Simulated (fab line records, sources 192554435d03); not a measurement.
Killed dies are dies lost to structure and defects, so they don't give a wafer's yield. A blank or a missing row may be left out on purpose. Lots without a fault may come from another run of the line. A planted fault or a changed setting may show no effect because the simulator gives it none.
Which tool did it? | flow n5_finfet | 10 lots, 30 wafers sampled, at 4 steps of a route of 1938

WHAT THE GAUGES READ, wafer by wafer
N5_MIM_TOP_LITHO_OVL_MEAS_11. Usual: MIM_TOP_OVL -4 nm, standard deviation 5.
lot  | measured     | on         | MIM_TOP_OVL (nm) | flag
L489 | day 11 22:09 | overlay-02 | -6 -7 -4         |
L490 | day 12 10:34 | overlay-02 | -5 -10 3         |
L492 | day 12 10:54 | overlay-01 | 2 0 0            |
L491 | day 12 13:11 | overlay-01 | -8 -7 -5         |
L493 | day 12 16:15 | overlay-01 | -4 1 -7          |
L494 | day 12 12:55 | overlay-02 | 1 1 -3           |
L497 | day 13 10:01 | overlay-02 | 13 2 6           |
L502 | day 15 14:34 | overlay-01 | -12 -6 -9        |
L505 | day 16 01:25 | overlay-02 | -6 -8 0          |
L510 | day 17 03:23 | overlay-01 | -7 -12 -7        |

WHICH TOOL RAN EACH LOT (tool, then ch and the chambers of the sampled wafers, then the start)
lot  | N5_BEOL_M3_SPUTTER_92        | N5_BEOL_M15_ETCH_57                | N5_BEOL_M15_DESCUM_33
L489 | pvd_sputter-03, day 7 05:54  | rie_diel-02 ch 0,1,3, day 11 12:13 | rie_diel-02 ch 0,2,3, day 11 13:12
L490 | pvd_sputter-03, day 7 18:05  | rie_diel-01 ch 0,2,3, day 12 00:54 | rie_diel-03 ch 0,1,3, day 12 01:46
L492 | pvd_sputter-02, day 7 20:41  | rie_diel-02 ch 0,2, day 12 01:17   | rie_diel-02 ch 0,1, day 12 02:10
L491 | pvd_sputter-03, day 8 00:20  | rie_diel-03 ch 2,3, day 12 05:55   | rie_diel-01 ch 0,2,3, day 12 06:51
L493 | pvd_sputter-03, day 8 10:41  | rie_diel-02 ch 0,1, day 12 09:15   | rie_diel-03 ch 1,3, day 12 10:21
L494 | pvd_sputter-03, day 8 13:40  | rie_diel-03 ch 0,2, day 12 03:34   | rie_diel-02 ch 0,1, day 12 04:34
L497 | pvd_sputter-01, day 9 15:05  | rie_diel-01 ch 0,1,2, day 13 03:58 | rie_diel-03 ch 2,3, day 13 04:58
L502 | pvd_sputter-03, day 11 01:34 | rie_diel-02 ch 0,1,2, day 15 05:29 | rie_diel-01 ch 1,2,3, day 15 06:21
L505 | pvd_sputter-03, day 11 04:31 | rie_diel-01 ch 0,1,3, day 15 16:58 | rie_diel-02 ch 0,2, day 15 17:50
L510 | pvd_sputter-02, day 13 00:12 | rie_diel-02 ch 0,2,3, day 16 19:11 | rie_diel-03 ch 1,2,3, day 16 20:22
- N5_BEOL_M3_SPUTTER_92: material Cu, target thk 4.5 nm, time 8.29 s.
- N5_BEOL_M15_ETCH_57: etches SOC in N2/H2, time 750 s.
- N5_BEOL_M15_DESCUM_33: chemistry O2, time 7.9 s.

WHAT THE TOOLS THEMSELVES READ (means of the sampled wafers that have a number; where no wafer has one, the mark that the record gives instead)
N5_BEOL_M3_SPUTTER_92. Usual: chuck_gas_flow_sccm 1.27 sccm, standard deviation 0.051; throttle_valve_pct 30.1 %, standard deviation 0.94.
lot  | tool           | chuck_gas_flow_sccm (sccm) | throttle_valve_pct (%) | flag
L489 | pvd_sputter-03 | 1.32                       | 29.8                   |
L490 | pvd_sputter-03 | 1.27                       | 30.0                   |
L492 | pvd_sputter-02 | 1.28                       | 29.9                   |
L491 | pvd_sputter-03 | 1.36                       | 29.5                   |
L493 | pvd_sputter-03 | 1.26                       | 30.7                   |
L494 | pvd_sputter-03 | 1.22                       | 30.0                   |
L497 | pvd_sputter-01 | 1.28                       | 30.0                   |
L502 | pvd_sputter-03 | 1.29                       | 30.0                   |
L505 | pvd_sputter-03 | 1.28                       | 29.9                   |
L510 | pvd_sputter-02 | 1.25                       | 30.2                   |

N5_BEOL_M15_ETCH_57. Usual: chamber_pressure_mTorr 29.999 mTorr, standard deviation 0.028; drypump_motor_current_A 5.7 A, standard deviation 0.49; oes_product_au 0.81 a.u., standard deviation 0.07; rf_fwd_power_W 2998 W, standard deviation 8.6; rf_vpp_V 524.5 V, standard deviation 2.3; showerhead_plenum_p_Torr 2.57 Torr, standard deviation 0.079; throttle_valve_pct 17.66 %, standard deviation 0.17.
lot  | tool        | chamber_pressure_mTorr (mTorr) | drypump_motor_current_A (A) | oes_product_au (a.u.) | rf_fwd_power_W (W) | rf_vpp_V (V) | showerhead_plenum_p_Torr (Torr) | throttle_valve_pct (%) | flag
L489 | rie_diel-02 | 29.989                         | 5.6                         | 0.80                  | 2997               | 525.3        | 2.58                            | 17.74                  |
L490 | rie_diel-01 | 29.996                         | 5.4                         | 0.83                  | 3003               | 524.7        | 2.57                            | 17.61                  |
L492 | rie_diel-02 | 29.975                         | 5.4                         | 0.77                  | 2990               | 522.8        | 2.52                            | 17.74                  |
L491 | rie_diel-03 | 30.013                         | 6.0                         | 0.85                  | 2997               | 526.0        | 2.62                            | 17.66                  |
L493 | rie_diel-02 | 29.978                         | 6.0                         | 0.81                  | 3002               | 524.9        | 2.60                            | 17.65                  |
L494 | rie_diel-03 | 30.005                         | 5.9                         | 0.87                  | 2995               | 524.2        | 2.56                            | 17.39                  |
L497 | rie_diel-01 | 30.025                         | 5.4                         | 0.79                  | 3001               | 524.3        | 2.55                            | 17.67                  |
L502 | rie_diel-02 | 30.018                         | 5.7                         | 0.79                  | 2999               | 522.9        | 2.52                            | 17.75                  |
L505 | rie_diel-01 | 29.999                         | 5.7                         | 0.79                  | 2993               | 524.7        | 2.59                            | 17.77                  |
L510 | rie_diel-02 | 29.995                         | 5.3                         | 0.78                  | 2999               | 523.7        | 2.55                            | 17.67                  |

N5_BEOL_M15_DESCUM_33. Usual: chamber_pressure_mTorr 19.996 mTorr, standard deviation 0.018; drypump_motor_current_A 5.7 A, standard deviation 0.5; o2_flow_sccm 224.9 sccm, standard deviation 0.71; oes_product_au 0.82 a.u., standard deviation 0.072; rf_fwd_power_W 49.47 W, standard deviation 0.21; rf_vpp_V 243.5 V, standard deviation 1.2; showerhead_plenum_p_Torr 2.10 Torr, standard deviation 0.064; throttle_valve_pct 20.33 %, standard deviation 0.19.
lot  | tool        | chamber_pressure_mTorr (mTorr) | drypump_motor_current_A (A) | o2_flow_sccm (sccm) | oes_product_au (a.u.) | rf_fwd_power_W (W) | rf_vpp_V (V) | showerhead_plenum_p_Torr (Torr) | throttle_valve_pct (%) | flag
L489 | rie_diel-02 | 19.981                         | 5.4                         | 225.0               | 0.74                  | 49.27              | 243.6        | 2.11                            | 20.38                  |
L490 | rie_diel-03 | 20.005                         | 6.0                         | 224.5               | 0.83                  | 49.45              | 243.7        | 2.11                            | 20.27                  |
L492 | rie_diel-02 | 20.008                         | 5.9                         | 224.9               | 0.88                  | 49.65              | 243.2        | 2.09                            | 20.33                  |
L491 | rie_diel-01 | 19.987                         | 5.4                         | 225.1               | 0.82                  | 49.55              | 243.4        | 2.12                            | 20.39                  |
L493 | rie_diel-03 | 19.998                         | 6.0                         | 225.2               | 0.80                  | 49.60              | 243.8        | 2.14                            | 20.41                  |
L494 | rie_diel-02 | 19.977                         | 6.0                         | 224.6               | 0.81                  | 49.46              | 244.2        | 2.13                            | 20.20                  |
L497 | rie_diel-03 | 19.995                         | 6.0                         | 224.7               | 0.84                  | 49.46              | 243.4        | 2.15                            | 20.33                  |
L502 | rie_diel-01 | 19.997                         | 5.3                         | 225.1               | 0.78                  | 49.40              | 242.8        | 2.07                            | 20.36                  |
L505 | rie_diel-02 | 20.009                         | 5.4                         | 225.0               | 0.75                  | 49.55              | 242.9        | 2.06                            | 20.39                  |
L510 | rie_diel-03 | 19.995                         | 6.2                         | 224.2               | 0.85                  | 49.55              | 244.2        | 2.15                            | 20.28                  |

THE ANSWER, worked out from the rows above alone
Rule: a lot is off if the mean of its wafers that have a number lies more than 3 standard deviations from the usual mean. A lot without any number at a reading at which 4 lots or more have one is off too. The other lots that the step has rows for count as sound. The gauges are gone through in route order, then the tools' own readings, and for those a lot's mean is taken as printed above. The first step at which some lot is off is used, and at that step the reading that is off furthest; a lot without a number counts as furthest.
No lot is off at any reading shown: from this, nothing can be told.

WHAT THE SIMULATOR HAD PUT IN
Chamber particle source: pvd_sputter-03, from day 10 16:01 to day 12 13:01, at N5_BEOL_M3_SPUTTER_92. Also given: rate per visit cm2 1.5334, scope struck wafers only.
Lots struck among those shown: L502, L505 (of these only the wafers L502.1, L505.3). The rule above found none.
